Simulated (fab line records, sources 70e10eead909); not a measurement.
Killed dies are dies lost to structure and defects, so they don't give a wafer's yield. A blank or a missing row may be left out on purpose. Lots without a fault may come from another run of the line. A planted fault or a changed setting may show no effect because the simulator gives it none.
Problem report in the 8D (eight disciplines) form, filled by code | flow nand_harc | the parts of the form that need people (team, actions taken, sign-off) are left out

1. THE PROBLEM
raw_defect_count at NHARC_A_CHANNEL_HOLE_D1_INSPECT_40 reads a mean of 422 on 4 wafers of 2 lots; wafers without a fault read 65 with a standard deviation of 16. That is +22 standard deviations from the usual mean.
First seen on wafer L657.1, day 10 09:54, on defect_inspect-01. The record holds 36 wafers of 12 lots with a number at this step. Rule for "out", or "out of limits": more than 4 standard deviations from the usual mean. The other wafers with a number count as sound.

2. WHAT IT IS AND WHAT IT IS NOT
question                    | is                                   | is not
which readings at this step | raw_defect_count                     | -
which lots                  | L657, L658                           | L651, L652, L654, L655, L656, L668, L670, L672, L673, L674
which wafers of those lots  | L657.1, L657.4, L657.5, L658.5       | L658.4, L658.6
read on which gauges        | defect_inspect-01, defect_inspect-02 | -
when                        | from day 10 09:54                    | up to then (15 sound wafers); but 17 sound wafers of L658, L668, L670, L672, L673, L674 came after

3. SUSPECTS, AND WHAT RULES EACH OUT
Counting: a tool at a process step up to the reading stays a suspect if it ran every lot that is out. Sound lots after the first of them don't rule it out here, since some wafers of a struck lot are sound.
- the gauge at NHARC_A_CHANNEL_HOLE_D1_INSPECT_40: ruled out. The wafers that are out were read on 2 gauges (defect_inspect-01, defect_inspect-02).
- har_etch-02 at NHARC_A_CHANNEL_HOLE_D1_ETCH_19 (etches the open film in C4F8/O2/Ar, time 34.5 s): kept. It ran every lot that is out, first L657 (day 10 04:09); its last sound lot up to then is L656 (day 9 13:17).
- Within har_etch-02 at NHARC_A_CHANNEL_HOLE_D1_ETCH_19: the wafers that are out ran in chamber 1; their sound lot-mates ran in chamber 0.
Left after counting: har_etch-02 at NHARC_A_CHANNEL_HOLE_D1_ETCH_19.

4. THE CAUSE (what the simulator had put in)
Chamber particle source: har_etch-02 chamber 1, from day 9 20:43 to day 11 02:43, at NHARC_A_CHANNEL_HOLE_D1_ETCH_19. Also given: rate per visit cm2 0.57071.
Counting left only this tool.

5. THE CHAIN OF EFFECTS, in route order
Each row: a reading whose mean over the struck wafers that have a number lies more than 3 standard deviations from the usual. Only readings for which the record gives a usual standard deviation are gone through. hours: the time from each lot's start at the first step in this table that gives one to its start at this step, as a median over the lots. sigmas: the change in usual standard deviations.
hours | step                               | reading          | usual | on struck wafers | change | sigmas
0     | NHARC_A_CHANNEL_HOLE_D1_INSPECT_40 | raw_defect_count | 65    | 422              | +357   | +22
332   | NHARC_END_SORT_01                  | killed_at_array  | 27    | 86               | +59    | +4.9
332   | NHARC_END_SORT_01                  | killed_dies      | 31    | 93               | +62    | +5.2

6. WHAT WOULD HAVE CAUGHT IT SOONER
In this record the first reading out of limits at a measuring or inspecting step was taken at day 10 09:54, 13 hours after the fault began at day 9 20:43.
Of the tool readings at NHARC_A_CHANNEL_HOLE_D1_ETCH_19 for which the record gives a usual standard deviation, none was out on any struck wafer, so an alarm limit of 4 standard deviations on them would not have fired.
Of the lots that are out (2), L658 began NHARC_A_CHANNEL_HOLE_D1_ETCH_19 on har_etch-02 after day 10 09:54. A hold on the tool at that time would have spared it.
